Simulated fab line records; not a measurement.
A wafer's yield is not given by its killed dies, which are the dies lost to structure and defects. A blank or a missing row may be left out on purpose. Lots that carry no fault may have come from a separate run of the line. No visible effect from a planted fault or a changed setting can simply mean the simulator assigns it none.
fab line records	flow nand_harc
[record] lots = 6	wafers = 18	last_day = 23
route steps=1159 shown A_SGD_CUT@768 A_SLIT@779 END@1159
lots with no fault: from the same line, run without faults
start_h: hours from the record's opening day to when the first of the lot's shown wafers began	wait_h: how many hours have passed since the lot's step before this one	" identical to the entry in the row above	L1.1+2: one row covering several wafers at once	- no value present, or no start provided	* or withheld: withheld	< > ~ a bound
route shown NAME@n: names a module that has steps shown in the file, with the first one's number in the route	usual: mean and standard deviation over wafers with no fault	same: alike in all rows	chamber/n: place in a boat	sites: each site's reading	_std_site: their standard deviation	_edge_site: the outer-site mean with the inner-site mean subtracted	radius_mm: how far each site lies from the wafer's centre	mask NAME#n: copy n	behind: the most recent tool/chamber to have shaped the wafer	hold: reason for holding the lot/hours on hold/outcome of the hold	device: whichever transistor did not switch (one of n, p or np)	end of line: at the end of the route, the tests of the same wafers	a step given without rows: its recipe and nothing more	killed: the dies lost at the first sort to structure and to defects; this is not the yield of the wafer	map: shows each die of a wafer: x if killed, . if not, _ if none is there
set.NAME: the setting that was run; set.NAME@STEP: the one run at that earlier step	model.NAME: the simulator's own value behind a step, which no gauge read
lots seen at some steps along the route; tables by step, rows by wafer
services: a tool's chamber out of use, with start hour (start_h, from the record's first day; less than 0 if before it), hours out, and reason
[[steps]]
[step NHARC_A_SGD_CUT_PRECLEAN_18]
[recipe] time_s = *	temp_c = 50	bath_age_min = 0	chemistry = SC1
[step NHARC_A_SGD_CUT_SRD_19]
[step NHARC_A_SGD_CUT_DEP_20]
[recipe] target_thk_a = 1500	temp_c = 65	material = SiO2
[step NHARC_A_SGD_CUT_ANNEAL_27]
[recipe] temp_c = 450	time_s = 1800
[step NHARC_A_SGD_CUT_CMP_21]
[recipe] target_thk_nm = 148.19
[usual] motor_current_A = 12.2/1.4	time_to_endpoint_s = 49.5/2.2
lot.wafer	tool	chamber	start_h	wait_h	motor_current_A	time_to_endpoint_s
L518.4	cmp-03	3	323.86	0.4	12.9	48.3
L518.3	"	0	"	"	11.3	48.7
L518.1	"	2	"	"	13.2	49.8
L521.3	cmp-03	0	343.53	0.4	11.5	49.9
L521.2	"	2	"	"	12.5	50.1
L521.5	"	3	"	"	12.5	49.6
L525.4	cmp-04	2	366.96	0.4	12.3	45.4
L525.3	"	3	"	"	13.9	48.0
L525.6	"	2	"	"	12.2	46.6
L532.3	cmp-03	1	402.41	0.4	13.4	47.3
L532.2	"	3	"	"	12.9	46.8
L532.5	"	1	"	"	13.8	47.7
L534.2	cmp-01	0	422.46	0.4	13.6	49.0
L534.6	"	3	"	"	10.7	51.8
L534.5	"	0	"	"	13.8	51.8
L533.4	cmp-03	1	422.48	0.4	15.0	52.9
L533.6	"	3	"	"	12.6	49.7
L533.5	"	0	"	"	11.9	52.4
[step NHARC_A_SGD_CUT_THK_MEAS_22]
[recipe] thk_meas_gauge = ellipsometry
[usual] thk_nm = 148.2/1.3
lot.wafer	tool	chamber	start_h	wait_h	thk_nm
L518.1	film_metro-01	-	324.12	0.2	147.1
L518.3	"	-	"	"	146.9
L518.4	"	-	"	"	149.3
L521.2	film_metro-01	-	343.76	0.2	148.7
L521.3	"	-	"	"	146.8
L521.5	"	-	"	"	147.0
L525.3	film_metro-01	-	367.19	0.2	148.3
L525.4	"	-	"	"	149.4
L525.6	"	-	"	"	147.4
L532.2	film_metro-02	-	402.65	0.2	149.4
L532.3	"	-	"	"	145.0
L532.5	"	-	"	"	148.3
L534.2	film_metro-01	-	422.69	0.2	149.9
L534.5	"	-	"	"	147.5
L534.6	"	-	"	"	148.7
L533.4	film_metro-02	-	422.69	0.2	150.2
L533.5	"	-	"	"	148.1
L533.6	"	-	"	"	148.4
[step NHARC_A_SGD_CUT_SRD_23]
[step NHARC_A_SGD_CUT_ETCH_26]
[recipe] target_depth_a = 458	chemistry = dHF	material = SiO2
[step NHARC_A_SGD_CUT_ETCHBACK_24]
[recipe] target_depth_a = 500	over_etch_frac = 0.3	time_s = 92.857	ion_energy_ev = 120	ch3f_flow_sccm = 50	o2_flow_sccm = 30	ar_flow_sccm = 200	rf_w = 500	bias_w = 100	chemistry = CH3F/O2
[step NHARC_A_SGD_CUT_STRIP_28]
[recipe] time_s = 20	o2_flow_sccm = 500	ar_flow_sccm = 0	bias_w = 0	chemistry = O2
[step NHARC_A_SGD_CUT_INSPECT_25]
[usual] raw_defect_count = 317/93
lot.wafer	tool	chamber	start_h	wait_h	raw_defect_count
L518.1	defect_inspect-01	-	324.70	-	237
L518.3	"	-	"	"	160
L518.4	"	-	"	"	261
L521.2	defect_inspect-02	-	344.22	-	288
L521.3	"	-	"	"	227
L521.5	"	-	"	"	372
L525.3	defect_inspect-02	-	367.65	-	245
L525.4	"	-	"	"	306
L525.6	"	-	"	"	251
L532.2	defect_inspect-01	-	403.12	-	268
L532.3	"	-	"	"	395
L532.5	"	-	"	"	517
L534.2	defect_inspect-02	-	423.15	-	256
L534.5	"	-	"	"	341
L534.6	"	-	"	"	217
L533.4	defect_inspect-01	-	423.16	-	451
L533.5	"	-	"	"	311
L533.6	"	-	"	"	253
[step NHARC_A_SLIT_DEP_25]
[recipe] target_thk_a = 2000	temp_c = 400	pressure_torr = 6.5	rf_w = 900	teos_flow_sccm = 161.4	flow_sccm = 2650	target_thk_nm = 200	gas = O2	material = SiO2
[step NHARC_A_SLIT_DEP_00]
[recipe] target_thk_a = 32000	temp_c = 400	material = aC
[usual] susceptor_temp_C = 399.97/0.19	throttle_valve_pct = 35.000/0.009
lot.wafer	tool	chamber	start_h	wait_h	susceptor_temp_C	throttle_valve_pct
L518.1	acl_dep-02	0	325.10	-	-	35.012
L518.3	"	0	"	"	-	34.995
L518.4	"	0	"	"	-	35.014
L521.2	acl_dep-01	-	346.49	-	-	-
L521.3	"	-	"	"	-	-
L521.5	"	-	"	"	-	-
L525.3	acl_dep-01	-	369.54	-	-	-
L525.4	"	-	"	"	-	-
L525.6	"	-	"	"	-	-
L532.2	acl_dep-02	0	403.86	-	400.04	34.999
L532.3	"	0	"	"	399.86	34.990
L532.5	"	0	"	"	400.08	35.015
L534.2	acl_dep-02	0	423.89	-	399.92	34.998
L534.5	"	0	"	"	399.97	34.991
L534.6	"	0	"	"	399.98	34.994
L533.4	acl_dep-01	0	425.24	-	-	35.000
L533.5	"	0	"	"	-	35.009
L533.6	"	0	"	"	-	34.991
[step NHARC_A_SLIT_DEP_23]
[recipe] target_thk_a = 1000	target_thk_nm = 100	temp_c = 400	pressure_torr = 3.5	flow_sccm = 200	rf_w = 350	material = SiON
[step NHARC_A_SLIT_DEHYDRATE_01]
[recipe] temp_c = 150	time_s = 120
[step NHARC_A_SLIT_HMDS_02]
[recipe] time_s = 30
[step NHARC_A_SLIT_COAT_03]
[recipe] spin_rpm = 1500	resist_thk_nm = 90
[step NHARC_A_SLIT_SOFTBAKE_04]
[recipe] temp_c = 105	time_s = 55
[step NHARC_A_SLIT_EBR_05]
[step NHARC_A_SLIT_EXPOSE_06]
[recipe] na = 1.35	dose_mj = 60.82	mask_id = SLIT
[step NHARC_A_SLIT_PEB_07]
[recipe] peb_temp_c = 100	peb_time_s = 65
[step NHARC_A_SLIT_DEVELOP_08]
[recipe] develop_time_s = 35	dev_temp_c = 23
[step NHARC_A_SLIT_CD_MEAS_09]
[recipe] target_cd_nm = 300	landing_energy_ev = 500
[usual] cd_nm = 300.0/0.47
lot.wafer	tool	chamber	start_h	wait_h	cd_nm
L518.1	cd_sem-01	0	327.73	-	300.5
L518.3	"	0	"	"	299.9
L518.4	"	0	"	"	300.2
L521.2	cd_sem-03	0	348.89	-	300.5
L521.3	"	0	"	"	300.0
L521.5	"	0	"	"	300.5
L525.3	cd_sem-01	0	371.54	-	300.1
L525.4	"	0	"	"	300.3
L525.6	"	0	"	"	300.2
L532.2	cd_sem-01	0	406.28	-	299.3
L532.3	"	0	"	"	299.7
L532.5	"	0	"	"	299.5
L534.2	cd_sem-03	0	426.24	-	300.1
L534.5	"	0	"	"	300.6
L534.6	"	0	"	"	300.5
L533.4	cd_sem-02	0	426.99	-	300.5
L533.5	"	0	"	"	299.8
L533.6	"	0	"	"	300.1
[step NHARC_A_SLIT_OVL_MEAS_10]
[usual] overlay_x_nm = -0.1/0.73	overlay_y_nm = 0.3/0.91
lot.wafer	tool	chamber	start_h	wait_h	overlay_x_nm	overlay_y_nm
L518.1	overlay-01	-	327.82	-	-0.1	0.4
L518.3	"	-	"	"	0.1	0.4
L518.4	"	-	"	"	-0.1	0.0
L521.2	overlay-01	-	348.98	-	0.2	4.1
L521.3	"	-	"	"	0.3	3.6
L521.5	"	-	"	"	0.2	3.4
L525.3	overlay-01	-	371.63	-	-0.5	-0.5
L525.4	"	-	"	"	-0.3	0.1
L525.6	"	-	"	"	0.2	0.1
L532.2	overlay-01	-	406.37	-	-0.5	0.5
L532.3	"	-	"	"	-0.5	0.4
L532.5	"	-	"	"	-0.7	-0.2
L534.2	overlay-02	-	426.33	-	0.7	1.4
L534.5	"	-	"	"	0.6	0.1
L534.6	"	-	"	"	0.5	0.6
L533.4	overlay-02	-	427.07	-	-1.2	-0.7
L533.5	"	-	"	"	-1.8	0.0
L533.6	"	-	"	"	-1.4	-0.1
[step NHARC_A_SLIT_INSPECT_11]
[usual] raw_defect_count = 22/12
lot.wafer	tool	chamber	start_h	wait_h	raw_defect_count
L518.1	defect_inspect-02	-	327.86	0.0	11
L518.3	"	-	"	"	14
L518.4	"	-	"	"	11
L521.2	defect_inspect-01	-	349.01	0.0	11
L521.3	"	-	"	"	12
L521.5	"	-	"	"	11
L525.3	defect_inspect-02	-	371.66	0.0	9
L525.4	"	-	"	"	19
L525.6	"	-	"	"	15
L532.2	defect_inspect-01	-	406.40	0.0	44
L532.3	"	-	"	"	46
L532.5	"	-	"	"	47
L534.2	defect_inspect-02	-	426.36	0.0	13
L534.5	"	-	"	"	16
L534.6	"	-	"	"	15
L533.4	defect_inspect-02	-	427.11	0.0	36
L533.5	"	-	"	"	40
L533.6	"	-	"	"	41
[step NHARC_A_SLIT_DESCUM_14]
[recipe] time_s = 3	o2_flow_sccm = 200	ar_flow_sccm = 0	bias_power_w = 0	chemistry = O2
[step NHARC_A_SLIT_ETCH_24]
[recipe] target_depth_a = 1210	time_s = 60.5	cf4_flow_sccm = 100	chf3_flow_sccm = 30	ar_flow_sccm = 0	rf_w = 500	bias_w = 200	chemistry = CF4/CHF3
[usual] drypump_motor_current_A = 6.0/0.36	oes_product_au = 0.963/0.017	rf_vpp_V = 370.5/2.7	showerhead_plenum_p_Torr = 1.57/0.074	throttle_valve_pct = 16.802/0.0097
lot.wafer	tool	chamber	start_h	wait_h	drypump_motor_current_A	oes_product_au	rf_hours_counter_h	rf_vpp_V	showerhead_plenum_p_Torr	throttle_valve_pct
L518.3	rie_diel-11	1	328.00	0.1	5.5	0.959	7	372.5	1.66	16.781
L518.4	"	2	"	"	5.8	0.968	8	367.7	1.53	16.776
L518.1	"	0	"	"	5.7	0.966	8	367.8	1.52	16.800
L521.2	rie_diel-13	3	349.18	0.1	6.5	0.976	4	369.0	1.58	16.799
L521.3	"	2	"	"	6.4	0.962	4	374.2	1.64	16.786
L521.5	"	3	"	"	6.5	0.980	-	371.9	1.58	16.814
L525.3	rie_diel-13	3	371.81	0.1	6.5	0.997	6	368.8	1.58	16.801
L525.4	"	1	"	"	5.6	0.960	6	367.5	1.52	16.794
L525.6	"	0	"	"	6.0	0.975	-	367.4	1.47	16.815
L532.2	rie_diel-13	3	406.55	0.1	6.5	0.965	10	372.2	1.58	16.809
L532.3	"	2	"	"	6.4	0.961	10	372.2	1.64	16.812
L532.5	"	3	"	"	6.5	0.964	-	371.2	1.58	16.806
L534.2	rie_diel-11	1	426.51	0.1	5.5	0.953	3	374.3	1.66	16.806
L534.5	"	1	"	"	5.5	0.961	-	373.1	1.66	16.805
L534.6	"	2	"	"	5.8	0.953	-	369.9	1.53	16.802
L533.4	rie_diel-08	3	427.27	0.1	6.2	0.960	7	375.4	1.69	16.797
L533.5	"	0	"	"	5.7	0.971	-	368.6	1.49	16.807
L533.6	"	1	"	"	6.3	0.955	-	372.4	1.67	16.795
[step NHARC_A_SLIT_ETCH_15]
[recipe] target_depth_a = 32000	over_etch_frac = 0.3	time_s = 832	ion_energy_ev = 150	o2_flow_sccm = 400	cos_flow_sccm = 20	ar_flow_sccm = 0	rf_w = 500	bias_w = 300	chemistry = O2/COS
[step NHARC_A_SLIT_ETCH_17]
[recipe] bias_v = 900	source_w = withheld	pressure_mtorr = 20	ar_flow_sccm = 375	c4f8_flow_sccm = 83.3	o2_flow_sccm = 41.7	time_s = 1687.5	target_depth_a = 1.01e+05	chemistry = C4F8/O2/Ar
[usual] c4f8_flow_sccm = 83.33/0.25	drypump_motor_current_A = 5.3/0.45	showerhead_plenum_p_Torr = 3.63/0.07	throttle_valve_pct = 32.047/0.0091
lot.wafer	tool	chamber	start_h	wait_h	c4f8_flow_sccm	drypump_motor_current_A	rf_hours_counter_h	showerhead_plenum_p_Torr	throttle_valve_pct
L518.1	har_etch-01	1	328.69	-	83.67	4.9	2	3.55	32.042
L518.3	"	1	"	"	83.21	4.9	-	3.55	32.049
L518.4	"	0	"	"	83.14	5.7	-	3.66	32.035
L521.2	har_etch-02	0	351.32	-	83.14	5.8	184	3.74	32.032
L521.3	"	0	"	"	83.21	5.8	-	3.74	32.058
L521.5	"	1	"	"	83.36	4.8	-	3.65	32.030
L525.3	har_etch-01	0	372.99	-	83.29	5.7	-	3.65	32.044
L525.4	"	1	"	"	83.19	4.9	-	3.54	32.042
L525.6	"	1	"	"	83.39	4.9	-	3.54	32.040
L532.2	har_etch-01	0	411.27	-	83.07	5.7	44	3.63	32.050
L532.3	"	0	"	"	83.05	5.7	-	3.64	32.048
L532.5	"	0	"	"	83.28	5.7	-	3.63	32.057
L534.2	har_etch-02	1	427.43	-	82.92	4.8	217	3.63	32.044
L534.5	"	0	"	"	83.44	5.8	-	3.72	32.053
L534.6	"	1	"	"	83.13	4.8	-	3.63	32.037
L533.4	har_etch-01	0	428.68	-	83.42	5.7	-	3.63	32.051
L533.5	"	1	"	"	83.38	4.8	-	3.53	32.039
L533.6	"	0	"	"	83.12	5.7	-	3.63	32.056
[step NHARC_A_SLIT_ETCH_26]
[recipe] bias_v = 400	source_w = 2000	pressure_mtorr = 25	time_s = 90	ar_flow_sccm = 375	c4f8_flow_sccm = 41.7	o2_flow_sccm = 83.3	target_depth_a = 4000	chemistry = C4F8/O2/Ar
[step NHARC_A_SLIT_STRIP_28]
[recipe] o2_flow_sccm = 400	cos_flow_sccm = 20	ar_flow_sccm = 0	bias_w = 0	chemistry = O2/COS
[step NHARC_A_SLIT_ETCH_29]
[recipe] target_depth_a = 1000	overetch_a = 100	time_s = 55	ion_energy_ev = 100	cf4_flow_sccm = 80	o2_flow_sccm = 20	ar_flow_sccm = 0	rf_w = 300	bias_w = 100	chemistry = CF4/O2
[usual] drypump_motor_current_A = 6.0/0.36	oes_ar_750_au = 1.000/0.0047	oes_product_au = 0.999/0.007	rf_vpp_V = 197.8/1.5	showerhead_plenum_p_Torr = 1.34/0.064	throttle_valve_pct = 13.397/0.0094
lot.wafer	tool	chamber	start_h	wait_h	drypump_motor_current_A	oes_ar_750_au	oes_product_au	rf_hours_counter_h	rf_vpp_V	showerhead_plenum_p_Torr	throttle_valve_pct
L518.3	rie_diel-13	3	330.77	0.1	6.5	0.996	1.019	2.5	197.5	1.34	13.390
L518.1	"	0	"	"	6.0	1.001	1.001	2.8	196.6	1.25	13.396
L518.4	"	1	"	"	5.7	1.009	0.997	2.9	196.2	1.29	13.409
L521.3	rie_diel-13	3	353.43	0.1	6.5	0.996	1.006	5.2	199.8	1.34	13.397
L521.2	"	1	"	"	5.6	0.999	0.992	5.2	198.4	1.29	13.401
L521.5	"	2	"	"	6.4	0.998	1.006	-	198.1	1.40	13.428
L525.3	rie_diel-08	3	374.58	0.1	6.2	1.004	1.002	3.8	201.0	1.44	13.394
L525.4	"	1	"	"	6.4	1.008	0.983	4.2	200.0	1.42	13.398
L525.6	"	0	"	"	5.7	1.000	0.996	-	197.3	1.27	13.383
L532.2	rie_diel-11	0	413.38	0.1	5.7	1.003	0.993	2.6	198.0	1.29	13.389
L532.3	"	1	"	"	5.5	1.004	0.992	2.3	198.8	1.41	13.405
L532.5	"	0	"	"	5.7	1.006	0.995	-	197.0	1.29	13.400
L534.2	rie_diel-11	2	429.28	0.1	5.8	0.998	1.002	4.7	197.1	1.29	13.400
L534.5	"	3	"	"	6.4	1.002	1.008	-	198.4	1.35	13.396
L534.6	"	0	"	"	5.7	1.001	0.980	-	196.3	1.29	13.397
L533.4	rie_diel-08	2	430.05	0.1	5.6	1.006	1.008	7.1	194.6	1.26	13.385
L533.6	"	1	"	"	6.3	1.000	0.993	-	200.3	1.42	13.391
L533.5	"	2	"	"	5.6	0.991	0.999	-	197.4	1.26	13.397
[step NHARC_A_SLIT_STRIP_18]
[recipe] o2_flow_sccm = 500	ar_flow_sccm = 0	bias_w = 0	chemistry = O2
[usual] drypump_motor_current_A = 6.0/0.35	oes_product_au = 1.000/0.0081	rf_vpp_V = 57.9/0.82	showerhead_plenum_p_Torr = 3.53/0.16	throttle_valve_pct = 17.038/0.0091
lot.wafer	tool	chamber	start_h	wait_h	drypump_motor_current_A	oes_product_au	rf_hours_counter_h	rf_vpp_V	showerhead_plenum_p_Torr	throttle_valve_pct
L518.1	rie_diel-13	0	-	-	6.1	1.011	2.8	56.6	3.31	17.030
L518.3	"	2	"	"	6.4	1.003	3.2	58.8	3.69	17.034
L518.4	"	3	"	"	6.5	1.013	2.5	56.8	3.55	17.036
L521.3	rie_diel-13	1	-	-	5.6	1.010	5.3	57.8	3.41	17.047
L521.2	"	2	"	"	6.4	1.003	4.9	56.8	3.69	17.028
L521.5	"	2	"	"	6.4	1.012	-	59.6	3.68	17.031
L525.3	rie_diel-08	0	-	-	5.8	0.988	4.1	56.3	3.35	17.038
L525.4	"	3	"	"	6.2	0.991	3.8	57.4	3.78	17.049
L525.6	"	1	"	"	6.4	0.989	-	56.9	3.75	17.043
L532.3	rie_diel-11	2	-	-	5.8	1.003	3.1	58.7	3.42	17.039
L532.2	"	3	"	"	6.4	1.003	2.4	57.9	3.57	17.033
L532.5	"	1	"	"	5.5	0.996	-	58.2	3.72	17.037
L534.2	rie_diel-11	1	-	-	5.5	0.987	3.9	58.8	3.72	17.056
L534.6	"	1	"	"	5.5	0.993	-	56.3	3.72	17.057
L534.5	"	2	"	"	5.9	0.991	-	56.8	3.42	17.048
L533.4	rie_diel-08	3	-	-	6.2	0.997	6.8	60.2	3.78	17.036
L533.5	"	3	"	"	6.2	0.998	-	56.9	3.78	17.036
L533.6	"	0	"	"	5.7	0.990	-	56.9	3.35	17.026
[step NHARC_A_SLIT_PRECLEAN_19]
[recipe] time_s = *	temp_c = 50	bath_age_min = 0	chemistry = SC1
[step NHARC_A_SLIT_SRD_20]
[step NHARC_A_SLIT_CD_MEAS_21]
[usual] cd_nm = 289.4/0.85
lot.wafer	tool	chamber	start_h	wait_h	cd_nm
L518.1	cd_sem-02	-	331.31	-	287.9
L518.3	"	-	"	"	287.5
L518.4	"	-	"	"	288.2
L521.2	cd_sem-03	-	354.03	-	-
L521.3	"	-	"	"	-
L521.5	"	-	"	"	-
L525.3	cd_sem-03	-	375.12	-	-
L525.4	"	-	"	"	-
L525.6	"	-	"	"	-
L532.2	cd_sem-03	-	413.92	-	289.2
L532.3	"	-	"	"	288.8
L532.5	"	-	"	"	289.6
L534.2	cd_sem-03	-	429.80	-	290.0
L534.5	"	-	"	"	289.9
L534.6	"	-	"	"	290.3
L533.4	cd_sem-01	-	430.59	-	289.4
L533.5	"	-	"	"	289.2
L533.6	"	-	"	"	289.6
[step NHARC_END_SORT_01]
[recipe] temp_c = 25
[usual] killed_at_array = 28/8.9	killed_at_other = 0.8/1.2	killed_at_periphery = 3.3/2.3	killed_dies = 32/9.4	killed_open = 3.2/1.8	killed_short = 1.9/1.4
[same] gross_dies = 677
lot.wafer	tool	chamber	start_h	wait_h	killed_at_array	killed_at_other	killed_at_periphery	killed_dies	killed_open	killed_short
L518.1	prober-02	0	456.64	2.5	21	1	2	24	7	1
L518.3	prober-02	0	458.24	3.1	15	1	6	22	2	3
L518.4	prober-02	0	459.03	3.4	11	0	3	14	1	1
L521.2	prober-01	0	477.87	2.8	677	0	0	677	0	0
L521.3	prober-01	0	478.66	3.1	676	0	1	677	0	1
L521.5	prober-01	0	480.24	3.7	677	0	0	677	0	0
L525.3	prober-01	0	496.42	3.1	676	1	0	677	0	1
L525.4	prober-01	0	497.23	3.4	677	0	0	677	1	0
L525.6	prober-01	0	498.86	4.1	677	0	0	677	1	0
L533.4	prober-02	0	559.15	3.4	29	0	3	32	0	1
L533.5	prober-02	0	559.95	3.7	45	1	1	47	1	4
L533.6	prober-02	0	560.76	4.0	39	0	3	42	2	3
// killed by level:class
L518.1 A_CHANNEL_HOLE_D1:chamber_film_flake=4 A_CONTACT:chamber_film_flake=4 A_BONDPAD:chamber_film_flake=4 A_M0:geometric_particle:open=2 A_STAIRCASE:chamber_film_flake=2 A_SLIT:chamber_film_flake=2 P_CONTACT:geometric_particle:open=1 P_M0:geometric_particle:open=1
L518.3 A_BONDPAD:chamber_film_flake=6 A_STAIRCASE:chamber_film_flake=4 P_STI:chamber_film_flake=3 P_CONTACT:geometric_particle:open=1 P_M0:geometric_particle:short=1 A_SGD_CUT:geometric_particle:short=1 A_WL_FILL:geometric_particle:open=1 A_CONTACT:geometric_particle:short=1
L518.4 A_BONDPAD:chamber_film_flake=3 A_CHANNEL_HOLE_D1:chamber_film_flake=3 A_CONTACT:chamber_film_flake=3 P_ZERO_WELL:chamber_film_flake=2 P_GATE:geometric_particle:open=1 A_SLIT:geometric_particle:short=1 A_STAIRCASE:chamber_film_flake=1
L521.2 A_SLIT:lost_pattern=672 A_SLIT:area_dep=2 A_CHANNEL_HOLE_D1:chamber_film_flake=1 A_SLIT:chamber_film_flake=1 A_CONTACT:chamber_film_flake=1
L521.3 A_SLIT:lost_pattern=674 A_ONON_D1:geometric_particle:short=1 P_GATE:chamber_film_flake=1 A_SLIT:chamber_film_flake=1
L521.5 A_SLIT:lost_pattern=674 A_SLIT:chamber_film_flake=1 A_STAIRCASE:chamber_film_flake=1 A_CONTACT:chamber_film_flake=1
L525.3 A_SLIT:lost_pattern=675 A_WL_FILL:geometric_particle:short=1 THIN_TSV:chamber_film_flake=1
L525.4 A_SLIT:lost_pattern=673 A_ONON_D1:geometric_particle:open=1 A_CHANNEL_HOLE_D1:chamber_film_flake=1 A_CHANNEL_FILL_D1:chamber_film_flake=1 A_CONTACT:chamber_film_flake=1
L525.6 A_SLIT:lost_pattern=675 A_CONTACT:geometric_particle:open=1 A_CHANNEL_HOLE_D1:chamber_film_flake=1
L533.4 A_CHANNEL_HOLE_D1:chamber_film_flake=20 A_CONTACT:chamber_film_flake=7 P_M1:chamber_film_flake=2 A_WL_FILL:geometric_particle:short=1 P_ZERO_WELL:chamber_film_flake=1 A_STAIRCASE:chamber_film_flake=1
L533.5 A_CHANNEL_HOLE_D1:chamber_film_flake=29 A_CONTACT:chamber_film_flake=8 A_STAIRCASE:chamber_film_flake=4 P_M0:geometric_particle:short=1 A_CHANNEL_FILL_D1:geometric_particle:short=1 A_SGD_CUT:geometric_particle:short=1 A_CONTACT:geometric_particle:open=1 STARTING-WAFER:geometric_particle:short=1
L533.6 A_CHANNEL_HOLE_D1:chamber_film_flake=22 A_STAIRCASE:chamber_film_flake=6 A_CONTACT:chamber_film_flake=4 A_CONTACT:geometric_particle:short=2 P_CONTACT:geometric_particle:open=1 A_CHANNEL_FILL_D1:geometric_particle:open=1 A_CHANNEL_FILL_D1:geometric_particle:short=1 P_ZERO_WELL:chamber_film_flake=1
// map L521.2 (x killed, . not)
____________x____________
_________xxxxxxx_________
_______xxxxxxxxxxx_______
______xxxxxxxxxxxxx______
_____xxxxxxxxxxxxxxx_____
____xxxxxxxxxxxxxxxxx____
____xxxxxxxxxxxxxxxxx____
___xxxxxxxxxxxxxxxxxxx___
___xxxxxxxxxxxxxxxxxxx___
__xxxxxxxxxxxxxxxxxxxxx__
__xxxxxxxxxxxxxxxxxxxxx__
_xxxxxxxxxxxxxxxxxxxxxxx_
_xxxxxxxxxxxxxxxxxxxxxxx_
_xxxxxxxxxxxxxxxxxxxxxxx_
_xxxxxxxxxxxxxxxxxxxxxxx_
_xxxxxxxxxxxxxxxxxxxxxxx_
xxxxxxxxxxxxxxxxxxxxxxxxx
xxxxxxxxxxxxxxxxxxxxxxxxx
xxxxxxxxxxxxxxxxxxxxxxxxx
xxxxxxxxxxxxxxxxxxxxxxxxx
xxxxxxxxxxxxxxxxxxxxxxxxx
_xxxxxxxxxxxxxxxxxxxxxxx_
_xxxxxxxxxxxxxxxxxxxxxxx_
_xxxxxxxxxxxxxxxxxxxxxxx_
_xxxxxxxxxxxxxxxxxxxxxxx_
_xxxxxxxxxxxxxxxxxxxxxxx_
__xxxxxxxxxxxxxxxxxxxxx__
__xxxxxxxxxxxxxxxxxxxxx__
___xxxxxxxxxxxxxxxxxxx___
___xxxxxxxxxxxxxxxxxxx___
____xxxxxxxxxxxxxxxxx____
____xxxxxxxxxxxxxxxxx____
_____xxxxxxxxxxxxxxx_____
______xxxxxxxxxxxxx______
_______xxxxxxxxxxx_______
_________xxxxxxx_________
____________x____________
// map L525.3 (x killed, . not)
____________x____________
_________xxxxxxx_________
_______xxxxxxxxxxx_______
______xxxxxxxxxxxxx______
_____xxxxxxxxxxxxxxx_____
____xxxxxxxxxxxxxxxxx____
____xxxxxxxxxxxxxxxxx____
___xxxxxxxxxxxxxxxxxxx___
___xxxxxxxxxxxxxxxxxxx___
__xxxxxxxxxxxxxxxxxxxxx__
__xxxxxxxxxxxxxxxxxxxxx__
_xxxxxxxxxxxxxxxxxxxxxxx_
_xxxxxxxxxxxxxxxxxxxxxxx_
_xxxxxxxxxxxxxxxxxxxxxxx_
_xxxxxxxxxxxxxxxxxxxxxxx_
_xxxxxxxxxxxxxxxxxxxxxxx_
xxxxxxxxxxxxxxxxxxxxxxxxx
xxxxxxxxxxxxxxxxxxxxxxxxx
xxxxxxxxxxxxxxxxxxxxxxxxx
xxxxxxxxxxxxxxxxxxxxxxxxx
xxxxxxxxxxxxxxxxxxxxxxxxx
_xxxxxxxxxxxxxxxxxxxxxxx_
_xxxxxxxxxxxxxxxxxxxxxxx_
_xxxxxxxxxxxxxxxxxxxxxxx_
_xxxxxxxxxxxxxxxxxxxxxxx_
_xxxxxxxxxxxxxxxxxxxxxxx_
__xxxxxxxxxxxxxxxxxxxxx__
__xxxxxxxxxxxxxxxxxxxxx__
___xxxxxxxxxxxxxxxxxxx___
___xxxxxxxxxxxxxxxxxxx___
____xxxxxxxxxxxxxxxxx____
____xxxxxxxxxxxxxxxxx____
_____xxxxxxxxxxxxxxx_____
______xxxxxxxxxxxxx______
_______xxxxxxxxxxx_______
_________xxxxxxx_________
____________x____________
[[services]]
tool	chamber	start_h	hours	kind
cmp-01	-	300.09	4.0	pm
cmp-04	-	301.16	4.0	pm
rie_diel-08	-	301.84	9.0	pm
har_etch-01	-	305.00	17.0	pm
cmp-04	-	309.15	1.1	repair
cmp-01	-	313.71	0.3	repair
cmp-03	-	316.62	0.7	repair
rie_diel-08	3	325.89	2.3	repair
cmp-01	-	327.60	0.9	repair
rie_diel-13	0	347.00	20.1	repair
acl_dep-02	-	349.60	13.0	pm
rie_diel-13	2	350.29	2.4	repair
cmp-03	-	352.09	4.0	pm
cmp-03	-	356.86	2.2	repair
cmp-03	-	365.61	2.2	repair
rie_diel-11	-	366.50	9.0	pm
rie_diel-13	0	378.55	2.0	repair
cmp-01	-	383.21	0.2	repair
rie_diel-08	0	392.92	10.2	repair
rie_diel-13	2	398.01	4.8	repair
cmp-01	-	398.15	4.0	pm
cmp-04	-	399.25	4.0	pm
rie_diel-11	3	401.69	8.5	repair
cmp-03	-	408.06	3.0	repair
[[key]]
[first_sign] step = NHARC_A_SLIT_DEP_00	reading = tool_record	direction = missing
[effect] step = NHARC_A_SLIT_CD_MEAS_21	reading = cd_nm	direction = missing
[effect] step = NHARC_END_SORT_01	reading = killed_at_array	direction = up	sigmas = 73	usual = 28	struck = 677
met_at NHARC_A_SLIT_DEP_00
struck_wafers L521.2,L521.3,L521.5,L525.3,L525.4,L525.6
later_rows_left_out L521.2,L521.3,L521.5,L525.3,L525.4,L525.6
tester_left_out L521,L525
[fault] kind = skipped_step_whole	tool = acl_dep-01	chamber = -	onset_h = 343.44	steps = NHARC_A_SLIT_DEP_00	scope = struck_lots_only
// tester_left_out: of these lots the tester's yield and bins aren't shown, on N5 and GAA mostly nor the transistor test; their killed dies are dies lost to structure and defects alone, not to doping, threshold or leakage, so they don't give the yield
// later_rows_left_out: the simulator's readings of these wafers behind a module that went badly wrong aren't trusted and aren't shown, but for the sort
